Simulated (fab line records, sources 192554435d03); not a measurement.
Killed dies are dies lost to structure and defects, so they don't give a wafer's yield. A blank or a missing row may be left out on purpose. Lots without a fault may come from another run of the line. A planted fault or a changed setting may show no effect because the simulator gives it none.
Chamber matching | flow n5_finfet | N5_BEOL_M1_ILD_DEP_00 on pecvd-01: 3 sister chambers
The step deposits SiOC from DEMS/O2, target thk 79 nm, time 15.3 s. 30 wafers are shown with their chamber, then 12 later ones without.

WAFERS WITH THEIR CHAMBER
wafer  | chamber | throttle_valve_pct (%) | heater_power_w (W) | showerhead_plenum_p_Torr (Torr)
L077.3 | 2       | 10.7                   | 506                | 5.732
L077.5 | 2       | 10.7                   | 512                | 5.713
L077.6 | 0       | 11.4                   | 507                | 5.713
L080.1 | 1       | 11.9                   | 605                | 5.701
L080.2 | 0       | 11.4                   | 526                | 5.698
L080.3 | 2       | 10.6                   | 512                | 5.717
L080.4 | 2       | 10.5                   | 520                | 5.716
L080.5 | 0       | 11.4                   | 507                | 5.719
L080.6 | 1       | 11.8                   | 601                | 5.694
L081.1 | 1       | 11.6                   | 622                | 5.707
L081.5 | 2       | 10.5                   | 508                | 5.708
L081.6 | 1       | 11.7                   | 595                | 5.697
L082.1 | 1       | 11.9                   | 549                | 5.704
L082.2 | 2       | 10.5                   | 502                | 5.700
L082.3 | 0       | 11.4                   | 542                | 5.712
L082.4 | 1       | 11.8                   | 549                | 5.694
L082.5 | 0       | 11.4                   | 540                | 5.718
L082.6 | 2       | 10.5                   | 513                | 5.716
L084.1 | 2       | 10.7                   | 519                | 5.720
L084.2 | 1       | 11.7                   | 524                | 5.706
L084.3 | 0       | 11.6                   | 551                | 5.718
L084.4 | 0       | 11.3                   | 553                | 5.719
L084.5 | 2       | 10.4                   | 527                | 5.730
L084.6 | 1       | 11.4                   | 497                | 5.719
L085.1 | 0       | 11.6                   | 552                | 5.735
L085.2 | 2       | 10.7                   | 439                | 5.744
L085.3 | 1       | 11.7                   | 596                | 5.713
L085.4 | 2       | 10.6                   | 445                | 5.716
L085.5 | 1       | 11.6                   | 604                | 5.703
L085.6 | 0       | 11.3                   | 552                | 5.720

SIGNATURES (means of the wafers above)
reading                  | chamber 0 | chamber 1 | chamber 2 | scatter within a chamber
throttle_valve_pct       | 11.422    | 11.710    | 10.582    | 0.125
heater_power_w           | 536.67    | 574.20    | 500.27    | 31.7
showerhead_plenum_p_Torr | 5.71689   | 5.70380   | 5.71927   | 0.0102
Rule: a wafer's distance from a chamber is the root of the sum, over the readings, of the square of ((its reading less the chamber's mean) divided by the reading's scatter). The wafer belongs to the nearest chamber; if the next one is less than 2 further off, it can't be placed. The scatter: the root of (the sum of the squares of (reading less its chamber's mean) over the shown wafers, divided by (wafers less chambers)).

WAFERS WITHOUT THEIR CHAMBER
wafer  | throttle_valve_pct (%) | heater_power_w (W) | showerhead_plenum_p_Torr (Torr)
L086.1 | 10.8                   | 522                | 5.717
L086.3 | 11.8                   | 531                | 5.714
L086.5 | 10.4                   | 425                | 5.726
L087.1 | 11.7                   | 542                | 5.704
L087.4 | 11.4                   | 475                | 5.714
L087.5 | 11.8                   | 534                | 5.718
L097.1 | 11.7                   | 536                | 5.712
L097.3 | 11.8                   | 584                | 5.702
L097.5 | 11.6                   | 539                | 5.718
L096.1 | 11.8                   | 501                | 5.716
L096.3 | 12.0                   | 544                | 5.706
L096.5 | 10.6                   | 515                | 5.721

WHICH CHAMBER EACH WENT THROUGH
wafer  | from the rows above     | in truth
L086.1 | 2                       | 2
L086.3 | can't be placed: 1 or 0 | 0
L086.5 | 2                       | 2
L087.1 | can't be placed: 1 or 0 | 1
L087.4 | 0                       | 0
L087.5 | can't be placed: 1 or 0 | 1
L097.1 | can't be placed: 1 or 0 | 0
L097.3 | 1                       | 1
L097.5 | can't be placed: 0 or 1 | 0
L096.1 | can't be placed: 1 or 0 | 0
L096.3 | 1                       | 1
L096.5 | 2                       | 2
Placed correctly: 6 of 12. Can't be placed from these rows: 6 (the true chamber is among the candidates in 6). Placed wrongly: 0.
